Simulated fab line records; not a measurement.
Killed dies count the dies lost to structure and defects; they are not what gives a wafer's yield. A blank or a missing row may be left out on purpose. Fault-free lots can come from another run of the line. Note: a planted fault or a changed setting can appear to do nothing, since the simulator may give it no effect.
Matching of chambers || flow n5Finfet || aldMetal-01 running N5_BEOL_M3_ALD_84: 4 sister chambers
The step deposits TaN, pulse time 2 s, purge time 3 s, co reactant purge time 2 s. 4 wafers are shown with their chamber, then 12 later ones without.

== WAFERS, EACH WITH ITS CHAMBER ==
{"wafer": "L089.2", "chamber": 0, "heaterPowerW (W)": 503}
{"wafer": "L089.3", "chamber": 3, "heaterPowerW (W)": 414}
{"wafer": "L090.3", "chamber": 2, "heaterPowerW (W)": 417}
{"wafer": "L090.5", "chamber": 1, "heaterPowerW (W)": 512}

== WAFERS WITHOUT THEIR CHAMBER ==
{"wafer": "L093.2", "heaterPowerW (W)": 509}
{"wafer": "L093.3", "heaterPowerW (W)": 412}
{"wafer": "L093.4", "heaterPowerW (W)": 401}
{"wafer": "L095.2", "heaterPowerW (W)": 399}
{"wafer": "L095.3", "heaterPowerW (W)": 515}
{"wafer": "L095.4", "heaterPowerW (W)": 413}
{"wafer": "L097.2", "heaterPowerW (W)": 398}
{"wafer": "L097.4", "heaterPowerW (W)": 409}
{"wafer": "L097.5", "heaterPowerW (W)": 402}
{"wafer": "L096.1", "heaterPowerW (W)": 402}
{"wafer": "L096.2", "heaterPowerW (W)": 528}
{"wafer": "L096.4", "heaterPowerW (W)": 521}

== THE CHAMBER EACH PASSED THROUGH ==
{"wafer": "L093.2", "from the rows above": "can't be placed: 1 or 0", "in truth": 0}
{"wafer": "L093.3", "from the rows above": "can't be placed: 3 or 2", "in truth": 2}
{"wafer": "L093.4", "from the rows above": "can't be placed: 3 or 2", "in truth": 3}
{"wafer": "L095.2", "from the rows above": "can't be placed: 3 or 2", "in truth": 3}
{"wafer": "L095.3", "from the rows above": "can't be placed: 1 or 0", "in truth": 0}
{"wafer": "L095.4", "from the rows above": "can't be placed: 3 or 2", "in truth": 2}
{"wafer": "L097.2", "from the rows above": "can't be placed: 3 or 2", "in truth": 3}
{"wafer": "L097.4", "from the rows above": "can't be placed: 3 or 2", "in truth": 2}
{"wafer": "L097.5", "from the rows above": "can't be placed: 3 or 2", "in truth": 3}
{"wafer": "L096.1", "from the rows above": "can't be placed: 3 or 2", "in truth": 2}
{"wafer": "L096.2", "from the rows above": "can't be placed: 1 or 0", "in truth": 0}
{"wafer": "L096.4", "from the rows above": "can't be placed: 1 or 0", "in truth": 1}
0 of 12 placed correctly. Unplaceable from these rows: 12, with the true chamber sitting among the candidates in 12. 0 placed wrongly.
How it was worked out, from the rows above alone: a wafer's distance from a chamber is the root of the sum, over the readings, of the square of ((its reading less the chamber's mean) divided by the reading's scatter). If the next closest chamber is less than 2 further off than the closest, the wafer can't be placed; otherwise it belongs to the closest. A chamber's mean is the mean of its shown wafers. The scatter: with one shown wafer a chamber, the root of the mean of the squares of how far each hidden wafer lies from its nearest shown one.
